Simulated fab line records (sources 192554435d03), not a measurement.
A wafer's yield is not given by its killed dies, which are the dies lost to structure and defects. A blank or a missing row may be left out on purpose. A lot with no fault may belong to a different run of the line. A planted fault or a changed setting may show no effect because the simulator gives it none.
Which tool is to blame? ; flow n5Finfet ; 9 lots, 27 wafers sampled, at 3 steps of a route of 1938

## WHAT THE GAUGES READ, wafer by wafer
N5_BEOL_M0_OCD_MEAS_108.
lot;measured;on;trenchDepthNm (nm)
L793;day 5 23:41;ocd-02;32.4 33.6 32.3
L794;day 6 01:47;ocd-01;33.5 33.1 31.6
L802;day 8 04:39;ocd-01;32.6 34.0 31.4
L803;day 8 15:30;ocd-02;31.7 33.1 32.8
L804;day 8 22:11;ocd-01;31.5 33.6 33.6
L808;day 9 19:08;ocd-02;33.0 32.2 33.8
L809;day 9 22:29;ocd-02;33.5 32.9 31.8
L813;day 10 18:52;ocd-02;33.3 33.6 32.7
L815;day 11 06:12;ocd-02;34.4 33.0 32.1

## TOOL THAT RAN EACH LOT (tool first, then ch and the chambers of the sampled wafers, then the start)
lot;N5_BEOL_M0_ETCH_128;N5_BEOL_M0_STRIP_142
L793;rieDiel-03 ch 0,1, day 5 23:32;rieDiel-03 ch 0,1, day 5 23:36
L794;rieDiel-01 ch 0,1,3, day 6 01:38;rieDiel-01 ch 0,1,3, day 6 01:42
L802;rieDiel-03 ch 1,2,3, day 8 04:30;rieDiel-03 ch 1,2,3, day 8 04:34
L803;rieDiel-06 ch 0,2,3, day 8 15:20;rieDiel-06 ch 0,2,3, day 8 15:25
L804;rieDiel-06 ch 0,1,3, day 8 22:02;rieDiel-06 ch 0,1,3, day 8 22:06
L808;rieDiel-06 ch 0,2,3, day 9 18:59;rieDiel-06 ch 0,2,3, day 9 19:03
L809;rieDiel-03 ch 0,1,2, day 9 22:20;rieDiel-03 ch 0,1,2, day 9 22:24
L813;rieDiel-06 ch 1,2,3, day 10 18:44;rieDiel-06 ch 1,2,3, day 10 18:47
L815;rieDiel-03 ch 1,2,3, day 11 06:03;rieDiel-03 ch 1,2,3, day 11 06:07
- N5_BEOL_M0_ETCH_128: etches SiCN in CF4/N2, target depth 12 nm, overetch 5.1 nm, time 21.4 s.
- N5_BEOL_M0_STRIP_142: strips in N2/H2, time 10 s.

## THE ANSWER, worked out from the rows above alone
Rule: what is usual is taken from the lots themselves. Put in order of their means at a reading, lots are off if they are a third of the lots or fewer, leave a main group of 4 or more, and stand apart from it by a gap of 3 or more times the standard deviation of the main group's means; of several such gaps the widest counts. The tables above print the reading to a certain number of digits; a main group whose means all agree to those digits is not used. Also off: a lot with no number at a reading for which 4 or more lots have one. Any other lot the step has rows for is counted as sound.
Across all readings shown, no lot is off: no conclusion can be drawn from this.

## WHAT THE SIMULATOR HAD PUT IN
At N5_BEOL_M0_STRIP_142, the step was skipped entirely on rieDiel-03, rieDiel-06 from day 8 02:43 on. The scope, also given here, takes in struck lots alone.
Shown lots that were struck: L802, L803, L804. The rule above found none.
